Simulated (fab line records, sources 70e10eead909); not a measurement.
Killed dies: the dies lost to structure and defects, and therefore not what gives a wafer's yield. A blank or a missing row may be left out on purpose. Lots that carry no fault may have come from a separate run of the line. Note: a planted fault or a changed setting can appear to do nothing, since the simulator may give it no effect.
2 desks looking at one fault	flow nand-harc	only its own numbers are on each desk; what lay behind them is given at the end

## THE METROLOGY DESK
Means of the sampled wafers that have a number, per lot and without regard to the tool the lot ran on: this is what the gauges read. Any lot whose mean is over 4 standard deviations away from the usual mean is out of limits and marked OUT; that distance is given in the brackets.
Columns: A = cd-nm at NHARC_A_BLC_CD_MEAS_19, usual 99.9 nm
lot	first seen here	A
L345	day 22 22:44	97.0
L346	day 23 06:17	101.0
L344	day 23 06:30	101.9
L347	day 23 09:34	100.7
L349	day 24 07:13	99.7
L352	day 25 16:55	100.8
L351	day 25 20:52	100.2
L355	day 27 17:07	99.4
L354	day 27 20:53	99.5
L361	day 29 14:56	99.4
L358	day 29 15:40	101.1
L359	day 29 17:27	99.6
Result from this desk: across the 12 lots, nothing is out of limits.

## FOR THE TOOL OWNER'S DESK: rie-diel-01
The tool's own readings at NHARC_A_BLC_ETCH_17 (etches the open film in N2/H2, target depth 390 nm, time 609.38 s): means of the sampled wafers that have a number, for each lot that ran on this tool. Any lot whose mean is over 4 standard deviations away from the usual mean is out of limits and marked OUT; that distance is given in the brackets.
Columns: A = drypump-motor-current-A at NHARC_A_BLC_ETCH_17, usual 5.9 A; B = oes-product-au at NHARC_A_BLC_ETCH_17, usual 1.001 a.u.; C = rf-vpp-V at NHARC_A_BLC_ETCH_17, usual 430.9 V; D = run-length-s at NHARC_A_BLC_ETCH_17, usual 630.4 s; E = showerhead-plenum-p-Torr at NHARC_A_BLC_ETCH_17, usual 2.05 Torr; F = throttle-valve-pct at NHARC_A_BLC_ETCH_17, usual 14.171 %
lot	first seen here	A	B	C	D	E	F
L346	day 23 05:32	5.8	0.995	429.7	630.5	1.99	14.174
L352	day 25 16:07	6.3	0.999	429.9	629.9	2.04	14.169
L351	day 25 20:03	6.1	1.006	431.0	630.5	2.05	14.172
L358	day 29 14:51	6.1	1.006	430.7	614.4 (-32) OUT	2.05	14.173
L359	day 29 16:39	6.1	1.008	430.6	614.1 (-33) OUT	2.02	14.167
This desk's verdict: out of limits on L358, L359, starting with L358 at day 29 14:51 (run-length-s at NHARC_A_BLC_ETCH_17). L346, L352, L351: within limits.

## TAKEN TOGETHER
At day 29 14:51, on L358, L359, the tool owner's desk was in a position to raise an alarm.
Nothing out of limits was seen by the metrology desk.
The metrology desk has L358, L359 on record, within its limits.
On rie-diel-01, each named lot ran NHARC_A_BLC_ETCH_17.

## WHAT THE SIMULATOR HAD INSERTED
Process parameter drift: rie-diel-01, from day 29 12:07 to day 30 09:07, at NHARC_A_BLC_ETCH_17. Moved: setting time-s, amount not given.
Shown lots that were struck: L358, L359.
Each desk's first reading out of limits, in hours after the fault started: the tool owner's desk, 3.
